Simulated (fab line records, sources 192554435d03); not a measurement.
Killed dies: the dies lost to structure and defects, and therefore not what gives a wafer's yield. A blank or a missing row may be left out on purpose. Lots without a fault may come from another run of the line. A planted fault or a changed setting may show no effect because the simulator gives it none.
The tool behind it: which one? + flow n5Finfet + 11 lots with 32 wafers sampled at 3 steps, on a route of 1938 steps

WHAT THE GAUGES SHOWED, per wafer
N5_BEOL_M14_CD_MEAS_28: the cd target is 284.4 nm.
| lot  | measured     | on       | cdNm (nm)         |
|------|--------------|----------|-------------------|
| L421 | day 11 10:55 | cdSem-03 | 285.0 283.8 283.4 |
| L422 | day 11 11:10 | cdSem-01 | 284.5 283.7 285.0 |
| L423 | day 11 18:01 | cdSem-03 | 283.0 282.4 281.6 |
| L426 | day 12 09:15 | cdSem-02 | 287.1 286.7 285.8 |
| L428 | day 13 05:25 | cdSem-01 | 307.9 296.6 309.2 |
| L434 | day 14 17:22 | cdSem-02 | 283.6 281.2 280.5 |
| L436 | day 15 03:11 | cdSem-01 | 281.7 280.7       |
| L439 | day 15 22:11 | cdSem-02 | 283.7 281.1 282.2 |
| L441 | day 16 06:04 | cdSem-02 | 281.7 286.9 281.1 |
| L442 | day 16 19:55 | cdSem-03 | 284.1 285.2 285.4 |
| L443 | day 16 20:17 | cdSem-03 | 282.6 286.1 284.3 |

EACH LOT AND THE TOOL THAT RAN IT (in order: tool; ch and the chambers of the sampled wafers; start)
| lot  | N5_BEOL_M14_VIA_ETCH_16           | N5_BEOL_M14_EXPOSE_25            |
|------|-----------------------------------|----------------------------------|
| L421 | rieDiel-06 ch 0,2,3, day 11 10:07 | krfScanner-01 ch 0, day 11 10:44 |
| L422 | rieDiel-03 ch 1,3, day 11 10:29   | krfScanner-01 ch 0, day 11 10:59 |
| L423 | rieDiel-02 ch 0,1, day 11 17:13   | krfScanner-02 ch 0, day 11 17:51 |
| L426 | rieDiel-02 ch 0,3, day 12 08:27   | krfScanner-01 ch 0, day 12 09:05 |
| L428 | rieDiel-02 ch 0,1,3, day 13 04:44 | krfScanner-01 ch 0, day 13 05:14 |
| L434 | rieDiel-06 ch 0,1, day 14 16:41   | krfScanner-02 ch 0, day 14 17:11 |
| L436 | rieDiel-02 ch 0,1, day 15 02:23   | krfScanner-02 ch 0, day 15 03:01 |
| L439 | rieDiel-03 ch 1,2,3, day 15 21:31 | krfScanner-02 ch 0, day 15 22:01 |
| L441 | rieDiel-03 ch 0,1,3, day 16 05:23 | krfScanner-02 ch 0, day 16 05:53 |
| L442 | rieDiel-06 ch 0,1,2, day 16 19:08 | krfScanner-01 ch 0, day 16 19:45 |
| L443 | rieDiel-06 ch 1,2, day 16 19:28   | krfScanner-02 ch 0, day 16 20:07 |
- N5_BEOL_M14_VIA_ETCH_16: etches SiO2 in C4F8/O2/Ar, target depth 1231.3 nm.
- N5_BEOL_M14_EXPOSE_25: exposes mask M14, target cd 280 nm.

THE ANSWER, worked out from the rows above alone
Rule: usual is defined by the lots themselves. Put in order of their means at a reading, lots are off if they are a third of the lots or fewer, leave a main group of 4 or more, and stand apart from it by a gap of 3 or more times the standard deviation of the main group's means; of several such gaps the widest counts. A main group is skipped when, at the precision printed for the reading in the tables above, its means are all equal. Also off: a lot with no number at a reading for which 4 or more lots have one. The other lots that the step has rows for count as sound.
Off: L428 (N5_BEOL_M14_CD_MEAS_28, cdNm). Main group: mean 283.5 nm, sd 1.6.
A tool fits if, at a process step before that reading, it ran every lot that is off, and no sound lot after the first of them. Those tools and the gauges at N5_BEOL_M14_CD_MEAS_28 are tried in the same way. No candidate that was tried fits.

WHAT THE SIMULATOR PUT IN
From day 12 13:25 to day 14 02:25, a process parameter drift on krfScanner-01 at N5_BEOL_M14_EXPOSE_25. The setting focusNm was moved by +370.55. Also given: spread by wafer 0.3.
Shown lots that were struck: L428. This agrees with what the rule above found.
